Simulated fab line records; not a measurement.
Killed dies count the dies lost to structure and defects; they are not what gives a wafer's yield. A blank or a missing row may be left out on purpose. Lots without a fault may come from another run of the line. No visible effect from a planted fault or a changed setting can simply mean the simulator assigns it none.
fab line records | flow n5-finfet
[record] lots = 24 wafers = 72 last-day = 18
route steps=1938 shown BEOL_M6@1247 BEOL_M7@1266
lots that met no fault: taken from a fault-free run of the same line
start-h: start of the lot's first displayed wafer, in hours after the record's first day | wait-h: time in hours since the lot's previous step | " the same as in the row above | L1.1+2: a single row standing in for several wafers | - no value, or no start was given | * or withheld: withheld | < > ~ a bound
route shown NAME@n: a module of which the file shows steps, and the number in the route of the first | usual: mean/standard deviation taken from wafers without a fault | same: alike in all rows | chamber/n: place in a boat | sites: per-site readings | _std_site: their standard deviation | _edge_site: the outer-site mean with the inner-site mean subtracted | radius-mm: for every site, how far away it sits from the centre of the wafer | mask NAME#n: copy n | behind: the last tool/chamber to shape the wafer | hold: cause of the lot's hold/its duration in hours/its outcome | device: which transistor (n, p or np) failed to switch | end of line: the same wafers' tests at the end of the route | step lacking rows: just its recipe | killed: count of dies lost to structure and defects at first sort (not the wafer's yield) | map: the dies of a wafer, with x for killed, . for not killed, _ for no die there
set.NAME: the setting the step ran with; set.NAME@STEP: the setting that earlier step ran with | model.NAME: the simulator's own value behind a step, which no gauge read
one table for each step of the route and one row for each wafer, over a sample of lots
services: a tool's chamber out of use, with start hour (start-h, from the record's first day; less than 0 if before it), hours out, and reason
[[steps]]
[step N5_BEOL_M6_CD_MEAS_35]
[recipe] target-cd-nm = 40 target-cd-y-nm = 28 polarity = opening
[usual] cd-nm = 39.7/0.62
// columns lot.wafer tool chamber start-h wait-h cd-nm
L074.1 cd-sem-01 - 188.84 0.0 38.9
L074.4 " - " " 39.4
L074.6 " - " " 38.8
L076.3 cd-sem-03 - 190.87 0.0 39.4
L076.4 " - " " 39.9
L076.6 " - " " 39.2
L075.1 cd-sem-02 - 207.99 0.0 40.3
L075.2 " - " " 39.3
L075.6 " - " " 40.7
L077.1 cd-sem-01 - 208.89 0.0 40.3
L077.4 " - " " 39.2
L077.5 " - " " 40.0
L079.4 cd-sem-03 - 212.74 0.0 39.3
L079.5 " - " " 39.8
L079.6 " - " " 40.5
L078.1 cd-sem-03 - 214.87 0.0 39.2
L078.4 " - " " 39.1
L078.6 " - " " 40.2
L080.1 cd-sem-01 - 235.13 0.0 40.6
L080.5 " - " " 40.0
L080.6 " - " " 40.0
L082.1 cd-sem-03 - 237.24 0.0 40.0
L082.2 " - " " 40.3
L082.3 " - " " 39.5
L083.2 cd-sem-02 - 240.40 0.0 38.2
L083.4 " - " " 40.7
L083.5 " - " " 40.7
L085.1 cd-sem-03 - 240.86 0.0 39.4
L085.4 " - " " 40.2
L085.6 " - " " 39.6
L081.1 cd-sem-01 - 243.79 0.0 40.3
L081.2 " - " " 39.1
L081.3 " - " " 39.4
L084.2 cd-sem-02 - 260.64 0.0 39.7
L084.4 " - " " 40.3
L084.5 " - " " 40.5
L089.1 cd-sem-03 - 282.98 0.0 39.7
L089.4 " - " " 39.0
L089.5 " - " " 39.5
L086.1 cd-sem-01 - 283.29 0.0 39.9
L086.4 " - " " 40.8
L086.5 " - " " 39.7
L088.3 cd-sem-01 - 286.47 0.0 39.9
L088.5 " - " " 40.7
L088.6 " - " " 40.0
L087.3 cd-sem-03 - 286.87 0.0 39.1
L087.5 " - " " 39.0
L087.6 " - " " 38.1
L090.2 cd-sem-01 - 290.87 0.0 40.5
L090.4 " - " " 40.1
L090.6 " - " " 40.4
L091.1 cd-sem-03 - 290.91 0.0 39.4
L091.2 " - " " 38.3
L091.4 " - " " 38.4
L094.3 cd-sem-02 - 313.38 0.0 38.7
L094.5 " - " " 39.7
L094.6 " - " " 39.3
L092.1 cd-sem-02 - 313.78 0.0 39.7
L092.4 " - " " 40.0
L092.5 " - " " 39.9
L093.1 cd-sem-01 - 313.86 0.0 40.2
L093.2 " - " " 39.4
L093.4 " - " " 40.5
L095.1 cd-sem-01 - 320.82 0.0 39.2
L095.2 " - " " 39.7
L095.3 " - " " 40.4
L096.1 cd-sem-03 - 339.89 0.0 39.4
L096.3 " - " " 40.3
L096.4 " - " " 39.5
L097.2 cd-sem-02 - 347.27 0.0 40.1
L097.4 " - " " 39.6
L097.6 " - " " 39.2
[step N5_BEOL_M6_ALD_77]
[recipe] material = TaN target-thk-a = 20 temp-c = 275 ald-precursor-family = PDMAT ald-co-reactant = NH3 pressure-torr = 3 carrier-flow-sccm = 1500 pulse-time-s = 2 purge-time-s = 3 co-reactant-purge-time-s = 2 co-reactant-pulse-time-s = 3 ald-cycles = 40 precursor-vessel-temp-c = 75 precursor-vessel-pressure-torr = 26.25 precursor-vessel-carrier-sccm = 1000
[usual] heater-power-w = 449/40
// columns lot.wafer tool chamber start-h wait-h heater-power-w
L074.1 ald-metal-03 1 190.11 0.0 548
L074.4 " 3 " " 427
L074.6 " 1 " " 549
L076.3 ald-metal-04 0 191.56 0.3 393
L076.4 " 3 " " 474
L076.6 " 1 " " 444
L075.1 ald-metal-03 2 208.51 0.0 432
L075.2 " 0 " " 393
L075.6 " 2 " " 420
L077.1 ald-metal-04 0 209.43 0.0 387
L077.4 " 3 " " 464
L077.5 " 2 " " 457
L079.4 ald-metal-04 3 213.21 0.0 476
L079.5 " 1 " " 450
L079.6 " 0 " " 393
L078.1 ald-metal-03 3 215.54 0.1 431
L078.4 " 0 " " 404
L078.6 " 2 " " 414
L080.1 ald-metal-01 3 235.92 0.2 470
L080.5 " 1 " " 413
L080.6 " 0 " " 460
L082.1 ald-metal-04 3 237.93 0.3 463
L082.2 " 0 " " 394
L082.3 " 2 " " 445
L083.2 ald-metal-03 3 241.00 0.0 423
L083.4 " 3 " " 418
L083.5 " 1 " " 539
L085.1 ald-metal-03 1 241.52 0.0 544
L085.4 " 0 " " 398
L085.6 " 1 " " 542
L081.1 ald-metal-01 2 244.30 0.0 473
L081.2 " 3 " " 466
L081.3 " 0 " " 470
L084.2 ald-metal-03 0 261.65 0.0 402
L084.4 " 3 " " 422
L084.5 " 3 " " 430
L089.1 ald-metal-03 1 283.59 0.2 540
L089.4 " 0 " " 409
L089.5 " 2 " " 433
L086.1 ald-metal-04 3 284.11 0.3 474
L086.4 " 1 " " 446
L086.5 " 2 " " 452
L088.3 ald-metal-04 2 287.30 0.3 452
L088.5 " 1 " " 446
L088.6 " 2 " " 452
L087.3 ald-metal-04 0 287.56 0.1 390
L087.5 " 1 " " 462
L087.6 " 2 " " 459
L090.2 ald-metal-01 3 292.41 0.1 454
L090.4 " 1 " " 411
L090.6 " 1 " " 420
L091.1 ald-metal-04 1 292.43 0.0 464
L091.2 " 2 " " 452
L091.4 " 0 " " 383
L094.3 ald-metal-04 3 314.24 0.0 461
L094.5 " 2 " " 464
L094.6 " 1 " " 445
L092.1 ald-metal-03 3 314.32 0.0 428
L092.4 " 0 " " 403
L092.5 " 1 " " 550
L093.1 ald-metal-01 3 314.91 0.1 468
L093.2 " 2 " " 476
L093.4 " 0 " " 463
L095.1 ald-metal-04 2 322.03 0.1 458
L095.2 " 0 " " 395
L095.3 " 1 " " 449
L096.1 ald-metal-01 1 340.41 0.1 412
L096.3 " 2 " " 479
L096.4 " 0 " " 483
L097.2 ald-metal-01 1 348.67 0.2 422
L097.4 " 2 " " 487
L097.6 " 1 " " 409
[step N5_BEOL_M6_INSPECT_58]
[recipe] inspect-instrument = darkfield mode = post-dep
[usual] raw-defect-count = 69/26
// columns lot.wafer tool chamber start-h wait-h raw-defect-count
L074.1 defect-inspect-02 - 191.99 0.0 40
L074.4 " - " " 54
L074.6 " - " " 68
L076.3 defect-inspect-01 - 194.42 0.0 63
L076.4 " - " " 56
L076.6 " - " " 58
L075.1 defect-inspect-02 - 210.69 0.0 60
L075.2 " - " " 81
L075.6 " - " " 33
L077.1 defect-inspect-01 - 211.33 0.0 115
L077.4 " - " " 143
L077.5 " - " " 92
L079.4 defect-inspect-01 - 215.54 0.0 38
L079.5 " - " " 45
L079.6 " - " " 48
L078.1 defect-inspect-02 - 217.08 0.0 91
L078.4 " - " " 73
L078.6 " - " " 83
L080.1 defect-inspect-02 - 237.44 0.0 78
L080.5 " - " " 27
L080.6 " - " " 49
L082.1 defect-inspect-02 - 241.11 0.0 90
L082.2 " - " " 60
L082.3 " - " " 66
L083.2 defect-inspect-02 - 242.51 0.0 55
L083.4 " - " " 54
L083.5 " - " " 91
L085.1 defect-inspect-02 - 244.53 0.0 59
L085.4 " - " " 74
L085.6 " - " " 55
L081.1 defect-inspect-02 - 245.99 0.0 65
L081.2 " - " " 117
L081.3 " - " " 50
L084.2 defect-inspect-02 - 263.41 0.0 48
L084.4 " - " " 54
L084.5 " - " " 44
L089.1 defect-inspect-02 - 287.23 0.0 72
L089.4 " - " " 91
L089.5 " - " " 90
L086.1 defect-inspect-01 - 287.41 0.0 56
L086.4 " - " " 51
L086.5 " - " " 63
L088.3 defect-inspect-02 - 289.02 0.0 73
L088.5 " - " " 78
L088.6 " - " " 120
L087.3 defect-inspect-02 - 289.19 0.0 53
L087.5 " - " " 65
L087.6 " - " " 44
L090.2 defect-inspect-02 - 294.21 0.0 105
L090.4 " - " " 120
L090.6 " - " " 83
L091.1 defect-inspect-02 - 294.48 0.0 66
L091.2 " - " " 43
L091.4 " - " " 54
L094.3 defect-inspect-02 - 315.71 0.0 48
L094.5 " - " " 54
L094.6 " - " " 37
L092.1 defect-inspect-02 - 316.01 0.0 60
L092.4 " - " " 34
L092.5 " - " " 93
L093.1 defect-inspect-01 - 318.01 0.0 91
L093.2 " - " " 49
L093.4 " - " " 113
L095.1 defect-inspect-01 - 323.56 0.0 129
L095.2 " - " " 98
L095.3 " - " " 67
L096.1 defect-inspect-02 - 342.22 0.0 47
L096.3 " - " " 67
L096.4 " - " " 44
L097.2 defect-inspect-02 - 351.27 0.0 110
L097.4 " - " " 84
L097.6 " - " " 138
[step N5_BEOL_M7_PECVD_70]
[recipe] material = SiO2 target-thk-a = 200 temp-c = 400 precursor = TEOS/O2 pressure-torr = 5.5 rf-w = 450 teos-flow-sccm = 53.8 gas = O2 flow-sccm = 3000 time-s = 22.7
[usual] heater-power-w = 755/110 showerhead-plenum-p-Torr = 8.79/0.068 throttle-valve-pct = 22.6/1.7
// columns lot.wafer tool chamber start-h wait-h heater-power-w showerhead-plenum-p-Torr throttle-valve-pct
L074.1 pecvd-02 0 192.64 0.0 852 8.82 23.5
L074.4 " 2 " " 997 8.80 24.0
L074.6 " 0 " " 857 8.78 23.7
L076.3 pecvd-03 2 195.07 0.0 865 8.84 21.3
L076.4 " 0 " " 634 8.75 21.9
L076.6 " 2 " " 891 8.80 21.3
L075.1 pecvd-04 0 211.37 0.0 631 8.86 20.7
L075.2 " 1 " " 842 8.84 25.6
L075.6 " 0 " " 648 8.86 20.8
L077.1 pecvd-02 2 212.14 0.0 953 8.81 23.8
L077.4 " 1 " " 822 8.73 23.5
L077.5 " 0 " " 834 8.79 23.5
L079.4 pecvd-04 0 216.21 0.1 681 8.88 21.1
L079.5 " 1 " " 819 8.84 25.6
L079.6 " 0 " " 695 8.88 20.9
L078.1 pecvd-03 2 217.73 0.0 789 8.84 21.3
L078.4 " 1 " " 766 8.72 21.2
L078.6 " 2 " " 794 8.83 21.6
L080.1 pecvd-03 1 238.61 0.0 649 8.70 21.0
L080.5 " 2 " " 896 8.83 21.4
L080.6 " 0 " " 677 8.74 22.0
L082.1 pecvd-04 0 241.77 0.0 703 8.82 20.8
L082.2 " 2 " " 569 8.66 20.9
L082.3 " 1 " " 861 8.85 25.5
L083.2 pecvd-03 2 243.25 0.0 893 8.80 21.1
L083.4 " 1 " " 711 8.71 20.8
L083.5 " 0 " " 634 8.75 22.3
L085.1 pecvd-04 2 245.21 0.0 532 8.64 21.1
L085.4 " 0 " " 582 8.87 20.9
L085.6 " 2 " " 565 8.64 21.1
L081.1 pecvd-03 0 246.77 0.0 610 8.72 22.2
L081.2 " 1 " " 770 8.72 21.3
L081.3 " 2 " " 870 8.83 21.5
L084.2 pecvd-04 0 264.08 0.0 721 8.87 20.9
L084.4 " 2 " " 509 8.66 20.7
L084.5 " 1 " " 735 8.86 25.7
L089.1 pecvd-03 0 287.88 0.0 608 8.75 22.4
L089.4 " 0 " " 603 8.74 22.3
L089.5 " 1 " " 783 8.70 21.3
L086.1 pecvd-04 0 288.06 0.0 669 8.87 21.0
L086.4 " 0 " " 675 8.88 20.9
L086.5 " 1 " " 856 8.83 25.7
L088.3 pecvd-02 1 289.67 0.0 857 8.70 23.4
L088.5 " 0 " " 806 8.79 23.8
L088.6 " 1 " " 797 8.71 23.7
L087.3 pecvd-02 0 289.85 0.0 877 8.82 23.6
L087.5 " 0 " " 857 8.79 23.6
L087.6 " 1 " " 791 8.73 23.5
L090.2 pecvd-02 0 294.87 0.0 810 8.80 23.4
L090.4 " 0 " " 799 8.80 23.6
L090.6 " 1 " " 754 8.72 23.5
L091.1 pecvd-03 0 295.13 0.0 671 8.73 22.4
L091.2 " 1 " " 701 8.72 21.6
L091.4 " 1 " " 688 8.70 21.2
L094.3 pecvd-04 1 316.38 0.1 805 8.85 25.5
L094.5 " 1 " " 790 8.86 25.6
L094.6 " 0 " " 621 8.87 21.0
L092.1 pecvd-02 0 317.14 0.0 736 8.80 23.4
L092.4 " 0 " " 742 8.80 23.5
L092.5 " 1 " " 720 8.75 23.0
L093.1 pecvd-04 0 318.66 0.0 610 8.84 21.5
L093.2 " 1 " " 840 8.84 25.6
L093.4 " 0 " " 623 8.86 21.0
L095.1 pecvd-04 0 324.69 0.0 718 8.88 20.9
L095.2 " 2 " " 513 8.64 21.1
L095.3 " 1 " " 783 8.86 25.4
L096.1 pecvd-03 2 342.87 0.0 852 8.83 21.4
L096.3 " 2 " " 852 8.83 21.3
L096.4 " 1 " " 771 8.70 21.1
L097.2 pecvd-03 1 351.92 0.0 740 8.71 21.2
L097.4 " 2 " " 836 8.81 21.4
L097.6 " 1 " " 738 8.72 21.3
[step N5_BEOL_M7_DESCUM_16]
[recipe] chemistry = O2 time-s = 7.9 source-power-w = 50 bias-power-w = 20 pressure-mtorr = 20 rf-frequency-hz = 2.712e+07 temp-c = 40 resist = CAR-ArF o2-flow-sccm = 225
[usual] chamber-pressure-mTorr = 20.003/0.02 drypump-motor-current-A = 5.8/0.48 oes-product-au = 0.81/0.1 rf-vpp-V = 243.2/1.5 showerhead-plenum-p-Torr = 2.09/0.075 throttle-valve-pct = 20.41/0.26
// columns lot.wafer tool chamber start-h wait-h chamber-pressure-mTorr drypump-motor-current-A oes-product-au rf-hours-counter-h rf-vpp-V showerhead-plenum-p-Torr throttle-valve-pct
L074.1 rie-diel-05 3 194.56 0.4 19.976 5.9 0.76 157 243.9 2.18 20.73
L074.4 " 2 " " 19.990 5.4 0.92 10 244.6 2.15 20.60
L074.6 " 0 " " 19.978 5.4 0.74 - 240.6 2.01 20.43
L076.3 rie-diel-06 1 197.68 0.6 20.011 6.2 0.76 163 244.4 2.19 20.80
L076.4 " 3 " " 20.028 5.9 0.88 39 243.9 2.05 20.40
L076.6 " 1 " " 20.012 6.2 0.76 - 244.7 2.19 20.78
L075.1 rie-diel-01 2 212.77 0.0 19.997 6.0 0.73 160 240.1 2.01 20.18
L075.2 " 3 " " 20.020 5.9 0.96 7 242.4 2.06 20.39
L075.6 " 0 " " 20.022 6.7 0.72 - 243.4 2.05 20.30
L077.1 rie-diel-01 2 213.28 0.0 20.003 6.0 0.73 160 242.1 2.01 20.18
L077.4 " 3 " " 20.008 5.9 0.96 7 243.3 2.06 20.40
L077.5 " 2 " " 20.007 6.0 0.73 - 242.2 2.01 20.18
L079.4 rie-diel-01 3 217.01 0.2 20.015 5.9 0.96 8 243.0 2.06 20.39
L079.5 " 1 " " 20.017 4.9 0.70 - 244.5 2.14 20.46
L079.6 " 2 " " 19.971 6.1 0.72 - 242.2 2.01 20.18
L078.1 rie-diel-01 0 218.48 0.0 20.013 6.7 0.72 224 244.8 2.05 20.31
L078.4 " 2 " " 19.986 6.0 0.72 163 240.5 2.01 20.17
L078.6 " 1 " " 19.988 4.9 0.69 - 244.5 2.14 20.44
L080.1 rie-diel-05 3 240.88 0.0 19.958 5.9 0.75 170 243.5 2.18 20.76
L080.5 " 1 " " 19.988 6.2 0.93 - 244.3 2.12 19.84
L080.6 " 0 " " 20.026 5.4 0.72 - 242.2 2.00 20.46
L082.1 rie-diel-05 3 244.29 0.2 19.996 5.9 0.76 171 243.9 2.18 20.75
L082.2 " 1 " " 19.996 6.2 0.94 16 244.0 2.12 19.81
L082.3 " 2 " " 20.024 5.4 0.88 24 243.8 2.15 20.59
L083.2 rie-diel-06 3 244.73 0.2 20.011 5.9 0.86 52 241.8 2.05 20.43
L083.4 " 0 " " 20.028 5.4 0.97 - 245.5 2.23 20.31
L083.5 " 1 " " 19.991 6.2 0.74 - 244.6 2.18 20.80
L085.1 rie-diel-06 3 247.71 0.4 20.037 5.8 0.86 54 241.9 2.05 20.41
L085.4 " 1 " " 20.020 6.2 0.74 - 243.9 2.18 20.82
L085.6 " 3 " " 20.026 5.9 0.86 - 242.3 2.05 20.43
L081.1 rie-diel-05 3 248.50 0.7 19.989 5.9 0.74 173 245.8 2.18 20.78
L081.2 " 1 " " 20.011 6.2 0.94 17 244.0 2.12 19.82
L081.3 " 2 " " 20.085 5.4 0.88 26 244.5 2.14 20.61
L084.2 rie-diel-06 2 266.81 0.0 20.044 5.8 0.98 3 245.8 2.23 20.63
L084.4 " 0 " " 19.978 5.5 0.95 12 245.6 2.22 20.31
L084.5 " 3 " " 19.981 5.9 0.86 - 242.4 2.04 20.44
L089.1 rie-diel-01 0 288.80 0.0 19.997 6.7 0.71 242 242.0 2.04 20.33
L089.4 " 2 " " 19.976 6.0 0.72 180 240.9 2.00 20.20
L089.5 " 3 " " 19.999 5.9 0.90 - 244.2 2.05 20.42
L086.1 rie-diel-05 1 288.96 0.0 19.999 6.2 0.91 29 242.2 2.11 19.82
L086.4 " 0 " " 20.018 5.4 0.72 178 240.4 2.00 20.47
L086.5 " 2 " " 20.028 5.4 0.85 - 243.2 2.14 20.63
L088.3 rie-diel-06 1 291.10 0.0 20.005 6.2 0.72 193 243.3 2.18 20.84
L088.5 " 0 " " 20.008 5.5 0.93 - 244.9 2.22 20.34
L088.6 " 3 " " 20.053 5.9 0.84 - 241.3 2.04 20.44
L087.3 rie-diel-01 0 291.27 0.0 20.013 6.7 0.71 243 241.6 2.04 20.33
L087.5 " 3 " " 20.003 5.8 0.90 - 243.7 2.05 20.43
L087.6 " 0 " " 19.963 6.7 0.71 - 243.1 2.04 20.33
L090.2 rie-diel-05 3 297.08 0.0 19.990 5.9 0.75 186 244.8 2.17 20.78
L090.4 " 1 " " 19.992 6.2 0.90 32 243.7 2.11 19.85
L090.6 " 3 " " 20.002 5.9 0.73 - 243.7 2.17 20.78
L091.1 rie-diel-05 1 297.34 0.1 20.025 6.2 0.91 32 243.4 2.11 19.85
L091.2 " 0 " " 20.017 5.4 0.71 181 242.0 2.00 20.49
L091.4 " 3 " " 20.000 5.9 0.74 186 244.9 2.17 20.80
L094.3 rie-diel-01 2 317.55 0.1 19.988 6.0 0.70 190 241.8 2.00 20.21
L094.5 " 2 " " 19.994 6.0 0.71 - 240.2 2.00 20.21
L094.6 " 1 " " 20.031 4.9 0.68 - 245.1 2.13 20.51
L092.1 rie-diel-01 2 318.23 0.0 20.024 6.0 0.70 190 240.3 2.00 20.20
L092.4 " 3 " " 19.968 5.9 0.88 36 242.2 2.05 20.44
L092.5 " 0 " " 20.001 6.7 0.70 - 241.7 2.04 20.34
L093.1 rie-diel-01 1 320.58 0.0 20.017 4.9 0.67 242 243.7 2.13 20.51
L093.2 " 3 " " 20.014 5.8 0.88 37 243.1 2.05 20.43
L093.4 " 2 " " 20.004 6.0 0.70 190 241.5 2.00 20.23
L095.1 rie-diel-06 3 326.09 0.0 19.986 5.9 0.83 78 241.5 2.04 20.47
L095.2 " 1 " " 20.029 6.2 0.72 203 243.9 2.17 20.86
L095.3 " 2 " " 19.992 5.7 0.93 20 244.3 2.22 20.66
L096.1 rie-diel-01 0 344.27 0.0 19.989 6.7 1.00 0 241.0 2.04 19.99
L096.3 " 3 " " 19.992 5.9 0.87 46 241.8 2.05 20.45
L096.4 " 3 " " 20.008 5.9 0.87 - 242.5 2.05 20.46
L097.2 rie-diel-01 3 355.16 0.6 20.006 5.9 0.86 51 243.3 2.04 20.47
L097.4 " 2 " " 19.974 6.0 0.69 - 241.0 1.99 20.25
L097.6 " 3 " " 20.011 5.9 0.85 - 241.5 2.04 20.47
[step N5_BEOL_M7_CD_MEAS_28]
[recipe] target-cd-nm = 40 landing-energy-ev = 500 detector = se-inlens
[usual] cd-nm = 39.99/0.26
// columns lot.wafer tool chamber start-h wait-h cd-nm
L074.1 cd-sem-02 0 195.81 - 40.52
L074.4 " 0 " " 40.22
L074.6 " 0 " " 40.26
L076.3 cd-sem-01 0 200.92 - 39.83
L076.4 " 0 " " 40.12
L076.6 " 0 " " 40.03
L075.1 cd-sem-02 0 213.69 - 40.06
L075.2 " 0 " " 39.87
L075.6 " 0 " " 40.17
L077.1 cd-sem-01 0 214.21 - 40.13
L077.4 " 0 " " 39.75
L077.5 " 0 " " 39.54
L079.4 cd-sem-01 0 220.04 - 39.94
L079.5 " 0 " " 39.82
L079.6 " 0 " " 39.58
L078.1 cd-sem-03 0 220.21 - 39.73
L078.4 " 0 " " 40.23
L078.6 " 0 " " 39.61
L080.1 cd-sem-02 0 241.65 - 40.39
L080.5 " 0 " " 40.48
L080.6 " 0 " " 40.12
L082.1 cd-sem-01 0 245.08 - 39.88
L082.2 " 0 " " 39.81
L082.3 " 0 " " 39.95
L083.2 cd-sem-02 0 246.46 - 40.16
L083.4 " 0 " " 40.18
L083.5 " 0 " " 40.00
L085.1 cd-sem-02 0 251.29 - 39.97
L085.4 " 0 " " 39.65
L085.6 " 0 " " 39.72
L081.1 cd-sem-03 0 252.99 - 40.19
L081.2 " 0 " " 40.35
L081.3 " 0 " " 40.16
L084.2 cd-sem-01 0 269.68 - 39.79
L084.4 " 0 " " 40.00
L084.5 " 0 " " 39.91
L086.1 cd-sem-02 0 289.75 - 40.02
L086.4 " 0 " " 39.60
L086.5 " 0 " " 39.94
L089.1 cd-sem-01 0 289.92 - 39.76
L089.4 " 0 " " 40.44
L089.5 " 0 " " 40.33
L088.3 cd-sem-03 0 292.12 - 40.50
L088.5 " 0 " " 40.23
L088.6 " 0 " " 40.23
L087.3 cd-sem-01 0 292.35 - 39.99
L087.5 " 0 " " 40.00
L087.6 " 0 " " 39.79
L090.2 cd-sem-03 0 298.57 - 40.10
L090.4 " 0 " " 39.29
L090.6 " 0 " " 39.79
L091.1 cd-sem-03 0 300.47 - 39.39
L091.2 " 0 " " 39.88
L091.4 " 0 " " 39.98
L094.3 cd-sem-03 0 319.53 - 39.60
L094.5 " 0 " " 40.13
L094.6 " 0 " " 39.76
L092.1 cd-sem-03 0 319.69 - 40.19
L092.4 " 0 " " 39.62
L092.5 " 0 " " 39.88
L093.1 cd-sem-01 0 321.59 - 39.68
L093.2 " 0 " " 40.51
L093.4 " 0 " " 40.13
L095.1 cd-sem-03 0 327.91 - 40.02
L095.2 " 0 " " 39.84
L095.3 " 0 " " 40.25
L096.1 cd-sem-03 0 346.32 - 39.89
L096.3 " 0 " " 39.89
L096.4 " 0 " " 39.94
L097.2 cd-sem-03 0 356.18 - 39.91
L097.4 " 0 " " 40.19
L097.6 " 0 " " 39.93
[[services]]
// columns tool chamber start-h hours kind
rie-diel-01 3 173.24 - clean
rie-diel-01 3 173.24 - consumable-replace:focus-ring
rie-diel-01 3 173.24 21.0 scheduled-down
rie-diel-01 3 173.24 21.0 vent-cycle
ald-metal-03 0 187.42 3.6 repair
ald-metal-04 1 200.96 2.2 repair
pecvd-04 - 232.58 2.6 repair
ald-metal-03 2 235.62 5.8 repair
ald-metal-03 1 241.96 5.4 repair
rie-diel-05 0 247.47 3.2 repair
rie-diel-05 3 249.30 7.6 repair
ald-metal-04 - 250.72 1.2 repair
ald-metal-04 0 264.65 1.6 repair
ald-metal-03 - 285.70 8.7 pm
rie-diel-01 0 299.00 10.6 repair
pecvd-03 0 302.43 5.6 repair
pecvd-03 - 312.15 6.0 pm
ald-metal-03 3 314.87 15.0 repair
pecvd-03 - 322.53 0.9 repair
rie-diel-01 0 329.32 - clean
rie-diel-01 0 329.32 - consumable-replace:focus-ring
rie-diel-05 - 337.19 0.3 repair
ald-metal-03 - 337.25 14.0 pm
rie-diel-06 - 348.21 15.6 pm
[[key]]
fault none
